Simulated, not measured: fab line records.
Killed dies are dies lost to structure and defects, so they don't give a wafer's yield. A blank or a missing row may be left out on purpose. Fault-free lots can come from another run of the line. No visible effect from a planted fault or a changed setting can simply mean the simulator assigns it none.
Chamber matching    flow n5 finfet    N5_MIM_BOT_ETCH_STRIP_01 on rie diel-06 has 4 sister chambers
The step strips in O2. 8 wafers are shown with their chamber, then 7 later ones without.

== WAFERS WITH THEIR CHAMBER ==
wafer   chamber  drypump motor current A (A)  showerhead plenum p Torr (Torr)
L797.1  3        6.4                          2.19
L799.3  2        5.0                          2.08
L802.5  1        5.8                          2.02
L802.6  2        4.9                          2.08
L812.1  1        5.7                          2.02
L812.6  0        6.4                          2.07
L814.2  3        6.4                          2.18
L814.3  0        6.4                          2.07

== WAFERS WITH NO CHAMBER GIVEN ==
wafer   drypump motor current A (A)  showerhead plenum p Torr (Torr)
L814.5  6.4                          2.07
L818.2  6.4                          2.07
L818.5  6.4                          2.17
L818.6  4.9                          2.06
L819.4  5.8                          2.01
L819.5  4.9                          2.06
L819.6  6.4                          2.17

== WHICH CHAMBER EACH ONE RAN IN ==
wafer   from the rows above  in truth
L814.5  0                    0
L818.2  0                    0
L818.5  3                    3
L818.6  2                    2
L819.4  1                    1
L819.5  2                    2
L819.6  3                    3
7 of 7 placed correctly. From these rows, 0 cannot be placed. 0 placed wrongly.
How it was worked out, from the rows above alone: a wafer's distance from a chamber is the root of the sum, over the readings, of the square of ((its reading less the chamber's mean) divided by the reading's scatter). The wafer belongs to the nearest chamber; if the next one is less than 2 further off, it can't be placed. The mean given for a chamber averages the wafers shown for that chamber. The scatter: the root of (the sum of the squares of (reading less its chamber's mean) over the shown wafers, divided by (wafers less chambers)).
